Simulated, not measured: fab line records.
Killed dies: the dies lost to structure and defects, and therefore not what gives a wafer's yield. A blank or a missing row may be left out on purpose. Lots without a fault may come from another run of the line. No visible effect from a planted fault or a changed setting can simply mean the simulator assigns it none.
Split-lot trial    flow n5_finfet    on a route of 1938 steps: 7 lots, 21 wafers read

## THE SPLIT ITSELF
At N5_BEOL_M3_COAT_05 (resist thk 30 nm), the setting spin_rpm was moved away from the recipe's 1500 rpm on 8 of the 21 wafers read, by -8.9% to +4.5%. All remaining wafers had this setting at the recipe value.

## FROM THE SPLIT TO THE READING: what the file shows between them, 2 steps
- N5_BEOL_M3_EBR_07
- N5_BEOL_M3_SOFTBAKE_06: time 60 s

## THE READING
CAR-EUV_of_BEOL_M3_COAT_05.thk_nm (the simulator's own value, which no gauge read), in nm, at N5_BEOL_M3_DESCUM_16 (chemistry O2, time 7 s). The file gives no usual value for it. The 13 wafers here that ran the recipe average 26.1 nm, standard deviation 0.1 nm.

wafer   tool, chamber at the split  spin_rpm as run, rpm  against the recipe  CAR-EUV_of_BEOL_M3_COAT_05.thk_nm, nm  against lot-mates on the recipe
L074.2  litho_track-01, 0           1543                  +2.9%               25.6                                   -0.4
L074.6  litho_track-01, 0           1543                  +2.9%               25.6                                   -0.4
L074.5  litho_track-01, 0           1500                  recipe              26                                     -
L076.2  litho_track-01, 0           1454                  -3.1%               26.6                                   no lot-mate on the recipe
L076.3  litho_track-01, 0           1454                  -3.1%               26.6                                   no lot-mate on the recipe
L076.5  litho_track-01, 0           1454                  -3.1%               26.6                                   no lot-mate on the recipe
L078.1  litho_track-01, 0           1500                  recipe              26.2                                   -
L078.2  litho_track-01, 0           1500                  recipe              26.2                                   -
L078.6  litho_track-01, 0           1567                  +4.5%               25.6                                   -0.6
L085.4  litho_track-05, 0           1500                  recipe              26.2                                   -
L085.5  litho_track-05, 0           1500                  recipe              26.2                                   -
L085.6  litho_track-05, 0           1500                  recipe              26                                     -
L089.3  litho_track-01, 0           1500                  recipe              26                                     -
L089.4  litho_track-01, 0           1500                  recipe              26                                     -
L089.5  litho_track-01, 0           1500                  recipe              26                                     -
L092.3  litho_track-04, 0           1500                  recipe              26.2                                   -
L092.6  litho_track-04, 0           1500                  recipe              26.2                                   -
L092.4  litho_track-04, 0           1500                  recipe              26                                     -
L094.1  litho_track-05, 0           1367                  -8.9%               27.4                                   +1.4
L094.2  litho_track-05, 0           1500                  recipe              26                                     -
L094.6  litho_track-05, 0           1367                  -8.9%               27.6                                   +1.6

FIT RESULTS
A straight line over all 21 wafers: CAR-EUV_of_BEOL_M3_COAT_05.thk_nm changes by -0.155 nm for each +1% of spin_rpm; r = -0.98; the points scatter about the line by 0.1 nm.
The same after taking each lot's own level away (the mean of its wafers on the recipe; 18 wafers): -0.162 nm for each +1%; r = -0.99; scatter 0.078 nm.
On that fit, the largest move of spin_rpm shifts the reading by 1.4 nm.
Across the lots, their own levels run from 26.00 to 26.20 nm, a range of 2.0 times the standard deviation given above.
Consequently the slope shifts little with the lot-to-lot level, the two slopes agreeing.
Check: for one of the wafers moved furthest among these (-8.9%), held out of the fit, the line's prediction against its lot-mates is +1.5 nm. It came out at +1.4 nm against them.

## FURTHER SPLITS ON THESE WAFERS
Other splits were also applied to these wafers ahead of the reading. Each is held against what the fit with the lots' levels taken away leaves over:
other split on the same wafers         wafers away from the commonest value  r with CAR-EUV_of_BEOL_M3_COAT_05.thk_nm (lot level and that fit taken away)
N5_BEOL_M0_SAQP_SPACER1_ALD_98 temp_c  8                                     -0.34
N5_BEOL_M1_ETCH_64 source_w            9                                     -0.12
N5_BEOL_M1_TRENCH_ETCH_37 bias_w       4                                     -0.44
N5_BEOL_M2_TRENCH_ETCH_37 time_s       14                                    +0.33

## THE WHOLE CHAIN: every reading that the file lists as answering this split, in the file's order
step                  what it does            reading                                                                             change (the file's fit)                r (the file's)
N5_BEOL_M3_COAT_05    resist thk 30 nm        CAR-EUV_of_BEOL_M3_COAT_05.thk_nm (the simulator's own value, which no gauge read)  -0.152 nm for each +1% of the setting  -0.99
N5_BEOL_M3_DESCUM_16  chemistry O2, time 7 s  CAR-EUV_of_BEOL_M3_COAT_05.thk_nm (the simulator's own value, which no gauge read)  -0.16 nm for each +1% of the setting   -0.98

## FILE'S OWN FIT
CAR-EUV_of_BEOL_M3_COAT_05.thk_nm changes by -0.16 nm for each +1% of spin_rpm, r = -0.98.
